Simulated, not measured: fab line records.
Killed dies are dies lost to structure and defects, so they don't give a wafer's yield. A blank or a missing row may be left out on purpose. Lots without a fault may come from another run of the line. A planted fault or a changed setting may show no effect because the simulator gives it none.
Matching of chambers -- flow nand_harc -- rie_diel-04 running NHARC_A_CHANNEL_HOLE_D1_ETCH_44: 4 sister chambers
The step etches the open film in CF4/O2, target depth 140 nm, overetch 14 nm, time 77 s. 4 wafers are shown with their chamber, then 12 later ones without.

EACH WAFER AND ITS CHAMBER
wafer,chamber,showerhead_plenum_p_Torr (Torr)
L084.3,1,1.34
L087.2,3,1.26
L087.4,2,1.39
L087.6,0,1.25

WAFERS MISSING THEIR CHAMBER
wafer,showerhead_plenum_p_Torr (Torr)
L088.1,1.33
L088.2,1.26
L088.5,1.33
L090.1,1.25
L090.4,1.39
L090.5,1.33
L093.2,1.26
L093.3,1.25
L093.6,1.25
L097.3,1.39
L097.4,1.26
L097.6,1.33

THE CHAMBER EACH PASSED THROUGH
wafer,from the rows above,in truth
L088.1,1,1
L088.2,can't be placed: 3 or 0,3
L088.5,1,1
L090.1,can't be placed: 0 or 3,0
L090.4,2,2
L090.5,1,1
L093.2,can't be placed: 3 or 0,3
L093.3,can't be placed: 0 or 3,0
L093.6,can't be placed: 0 or 3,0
L097.3,2,2
L097.4,can't be placed: 3 or 0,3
L097.6,1,1
Correct placement for 6 of the 12. Can't be placed from these rows: 6 (the true chamber is among the candidates in 6). Placed wrongly: 0.
How it was worked out, from the rows above alone: a wafer's distance from a chamber is the root of the sum, over the readings, of the square of ((its reading less the chamber's mean) divided by the reading's scatter). The wafer belongs to the nearest chamber; if the next one is less than 2 further off, it can't be placed. The mean given for a chamber averages the wafers shown for that chamber. The scatter: with one shown wafer a chamber, the root of the mean of the squares of how far each hidden wafer lies from its nearest shown one.
